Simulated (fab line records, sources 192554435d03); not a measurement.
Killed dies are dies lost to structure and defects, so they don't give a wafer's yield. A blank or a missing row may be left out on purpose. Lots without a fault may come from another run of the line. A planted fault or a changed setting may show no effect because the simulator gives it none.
Which tool did it? | flow n5_finfet | 10 lots, 30 wafers sampled, at 5 steps of a route of 1938

WHAT THE GAUGES READ, wafer by wafer
N5_SD_EPI_N_INSPECT_26: inspects for defects (darkfield). Usual: raw_defect_count 196, standard deviation 42.
lot  | measured    | on                | raw_defect_count | flag
L896 | day 3 06:22 | defect_inspect-01 | 234 187 189      |
L898 | day 3 19:14 | defect_inspect-01 | 161 151 147      |
L899 | day 3 23:21 | defect_inspect-02 | 189 187 149      |
L900 | day 4 04:28 | defect_inspect-02 | 189 170 199      |
L901 | day 4 13:14 | defect_inspect-02 | 212 198 200      |
L904 | day 5 06:47 | defect_inspect-02 | 227 162 304      |
L908 | day 6 05:47 | defect_inspect-01 | 216 193 181      |
L911 | day 7 01:26 | defect_inspect-01 | 192 174 207      |
L912 | day 7 05:49 | defect_inspect-01 | 248 134 168      |
L918 | day 8 19:59 | defect_inspect-02 | 202 196 204      |

N5_SD_EPI_P_INSPECT_26: inspects for defects (darkfield). Usual: raw_defect_count 173, standard deviation 39.
lot  | measured    | on                | raw_defect_count | flag
L896 | day 3 10:26 | defect_inspect-01 | 206 157 144      |
L898 | day 4 00:17 | defect_inspect-01 | 183 172 127      |
L899 | day 4 05:31 | defect_inspect-01 | 151 186 163      |
L900 | day 4 08:40 | defect_inspect-02 | 145 171 167      |
L901 | day 4 17:19 | defect_inspect-01 | 555 528 564      | OFF
L904 | day 5 11:00 | defect_inspect-02 | 523 494 586      | OFF
L908 | day 6 11:52 | defect_inspect-01 | 136 169 142      |
L911 | day 7 06:29 | defect_inspect-01 | 131 135 163      |
L912 | day 7 11:41 | defect_inspect-01 | 241 137 151      |
L918 | day 9 00:05 | defect_inspect-02 | 134 187 177      |

WHICH TOOL RAN EACH LOT (tool, then ch and the chambers of the sampled wafers, then the start)
lot  | N5_SD_EPI_N_SD_RECESS_17        | N5_SD_EPI_N_VAPOR_ETCH_50      | N5_SD_EPI_P_ETCH_47
L896 | rie_si-03 ch 0,1,2, day 3 03:05 | epi_rpcvd-02 ch 0, day 3 03:54 | rie_diel-06 ch 0,3, day 3 07:14
L898 | rie_si-04 ch 0,1, day 3 15:11   | epi_rpcvd-04 ch 0, day 3 16:09 | rie_diel-06 ch 0,1,2, day 3 20:14
L899 | rie_si-05 ch 1,3, day 3 19:50   | epi_rpcvd-03 ch 0, day 3 20:39 | rie_diel-05 ch 0,3, day 4 00:22
L900 | rie_si-03 ch 2,3, day 4 00:23   | epi_rpcvd-04 ch 0, day 4 01:20 | rie_diel-06 ch 1,2, day 4 05:28
L901 | rie_si-04 ch 0,3, day 4 09:56   | epi_rpcvd-03 ch 0, day 4 10:50 | rie_diel-06 ch 0,2,3, day 4 14:07
L904 | rie_si-05 ch 1,2, day 5 03:31   | epi_rpcvd-02 ch 0, day 5 04:20 | rie_diel-06 ch 1,2, day 5 07:48
L908 | rie_si-05 ch 0,1, day 6 02:26   | epi_rpcvd-04 ch 0, day 6 03:17 | rie_diel-02 ch 0,1, day 6 06:40
L911 | rie_si-04 ch 0,2,3, day 6 21:53 | epi_rpcvd-03 ch 0, day 6 22:45 | rie_diel-05 ch 1,2,3, day 7 02:26
L912 | rie_si-05 ch 0,2,3, day 7 02:33 | epi_rpcvd-02 ch 0, day 7 03:22 | rie_diel-05 ch 0,3, day 7 06:41
L918 | rie_si-05 ch 0,2,3, day 8 16:42 | epi_rpcvd-03 ch 0, day 8 17:32 | rie_diel-06 ch 0,2,3, day 8 20:52
- N5_SD_EPI_N_SD_RECESS_17: chemistry HBr/Cl2/O2, target depth 41 nm, time 23.7 s, bt time 3 s.
- N5_SD_EPI_N_VAPOR_ETCH_50: etches Si in HCl, time 54 s.
- N5_SD_EPI_P_ETCH_47: etches SiOCN in CH3F/O2, target depth 25 nm.

WHAT THE TOOLS THEMSELVES READ (means of the sampled wafers that have a number; where no wafer has one, the mark that the record gives instead)
N5_SD_EPI_N_SD_RECESS_17. Usual: HBr_flow_sccm 150.1 sccm, standard deviation 0.45; drypump_motor_current_A 5.53 A, standard deviation 0.26; mfc_cl2_sccm 80.04 sccm, standard deviation 0.26; oes_product_au 1.005 a.u., standard deviation 0.017; rf_fwd_power_W 794.7 W, standard deviation 2.9; throttle_valve_pct 37.15 %, standard deviation 0.2.
lot  | tool      | HBr_flow_sccm (sccm) | drypump_motor_current_A (A) | mfc_cl2_sccm (sccm) | oes_product_au (a.u.) | rf_fwd_power_W (W) | throttle_valve_pct (%) | flag
L896 | rie_si-03 | 149.6                | 5.64                        | 79.92               | 1.000                 | 795.9              | 36.99                  |
L898 | rie_si-04 | 149.8                | 5.87                        | 80.10               | 1.023                 | 796.7              | 36.97                  |
L899 | rie_si-05 | 150.5                | 5.41                        | 80.07               | 1.003                 | 793.3              | 37.33                  |
L900 | rie_si-03 | 150.1                | 5.66                        | 80.18               | 0.995                 | 793.4              | 36.72                  |
L901 | rie_si-04 | 149.6                | 5.73                        | 80.04               | 0.983                 | 796.4              | 37.06                  |
L904 | rie_si-05 | 150.2                | 5.53                        | 80.20               | 0.994                 | 795.5              | 37.24                  |
L908 | rie_si-05 | 150.1                | 5.39                        | 80.00               | 1.017                 | 790.5              | 37.32                  |
L911 | rie_si-04 | 150.5                | 5.62                        | 80.05               | 0.996                 | 796.1              | 37.03                  |
L912 | rie_si-05 | 150.1                | 5.43                        | 80.02               | 1.009                 | 795.6              | 37.31                  |
L918 | rie_si-05 | 150.0                | 5.43                        | 79.98               | 0.999                 | 791.8              | 37.32                  |

N5_SD_EPI_N_VAPOR_ETCH_50. Usual: throttle_valve_pct 11.51 %, standard deviation 0.26.
lot  | tool         | throttle_valve_pct (%) | flag
L896 | epi_rpcvd-02 | 11.70                  |
L898 | epi_rpcvd-04 | 11.63                  |
L899 | epi_rpcvd-03 | 11.33                  |
L900 | epi_rpcvd-04 | 11.60                  |
L901 | epi_rpcvd-03 | 11.21                  |
L904 | epi_rpcvd-02 | 11.62                  |
L908 | epi_rpcvd-04 | 11.52                  |
L911 | epi_rpcvd-03 | 11.20                  |
L912 | epi_rpcvd-02 | 11.96                  |
L918 | epi_rpcvd-03 | 11.17                  |

N5_SD_EPI_P_ETCH_47. Usual: CH3F_flow_sccm 29.99 sccm, standard deviation 0.091; drypump_motor_current_A 5.8 A, standard deviation 0.48; oes_ar_750_au 0.80 a.u., standard deviation 0.065; oes_product_au 0.80 a.u., standard deviation 0.072; rf_fwd_power_W 408.5 W, standard deviation 1.2; rf_vpp_V 127.7 V, standard deviation 1.5; showerhead_plenum_p_Torr 2.01 Torr, standard deviation 0.059; throttle_valve_pct 16.17 %, standard deviation 0.16.
lot  | tool        | CH3F_flow_sccm (sccm) | drypump_motor_current_A (A) | oes_ar_750_au (a.u.) | oes_product_au (a.u.) | rf_fwd_power_W (W) | rf_vpp_V (V) | showerhead_plenum_p_Torr (Torr) | throttle_valve_pct (%) | flag
L896 | rie_diel-06 | 30.03                 | 6.1                         | 0.77                 | 0.76                  | 407.8              | 126.7        | 1.98                            | 16.24                  |
L898 | rie_diel-06 | 30.06                 | 6.0                         | 0.76                 | 0.77                  | 408.5              | 126.9        | 1.97                            | 16.27                  |
L899 | rie_diel-05 | 30.10                 | 5.5                         | 0.79                 | 0.78                  | 408.6              | 128.7        | 2.09                            | 16.01                  |
L900 | rie_diel-06 | 29.94                 | 6.1                         | 0.75                 | 0.75                  | 408.9              | 127.6        | 1.97                            | 16.40                  |
L901 | rie_diel-06 | 30.01                 | 6.2                         | 0.76                 | 0.75                  | 409.0              | 126.6        | 1.97                            | 16.37                  |
L904 | rie_diel-06 | 30.00                 | 5.7                         | 0.78                 | 0.80                  | 408.8              | 128.2        | 1.95                            | 16.30                  |
L908 | rie_diel-02 | 29.96                 | 6.2                         | 0.88                 | 0.89                  | 408.6              | 128.1        | 2.10                            | 16.09                  |
L911 | rie_diel-05 | 30.06                 | 5.7                         | 0.82                 | 0.82                  | 408.2              | 127.6        | 2.02                            | 16.05                  |
L912 | rie_diel-05 | 30.05                 | 5.3                         | 0.77                 | 0.77                  | 406.6              | 128.5        | 2.08                            | 16.10                  |
L918 | rie_diel-06 | 29.99                 | 6.2                         | 0.74                 | 0.73                  | 408.2              | 126.2        | 1.96                            | 16.41                  |

THE ANSWER, worked out from the rows above alone
Rule: a lot is off if the mean of its wafers that have a number lies more than 3 standard deviations from the usual mean. A lot without any number at a reading at which 4 lots or more have one is off too. The other lots that the step has rows for count as sound. The gauges are gone through in route order, then the tools' own readings, and for those a lot's mean is taken as printed above. The first step at which some lot is off is used, and at that step the reading that is off furthest; a lot without a number counts as furthest.
Off: L901, L904, at N5_SD_EPI_P_INSPECT_26 (raw_defect_count).
A tool fits if, at a process step before that reading, it ran every lot that is off, and no sound lot after the first of them. The gauges at N5_SD_EPI_P_INSPECT_26 are tried like those tools. None of those tried fits.

WHAT THE SIMULATOR HAD PUT IN
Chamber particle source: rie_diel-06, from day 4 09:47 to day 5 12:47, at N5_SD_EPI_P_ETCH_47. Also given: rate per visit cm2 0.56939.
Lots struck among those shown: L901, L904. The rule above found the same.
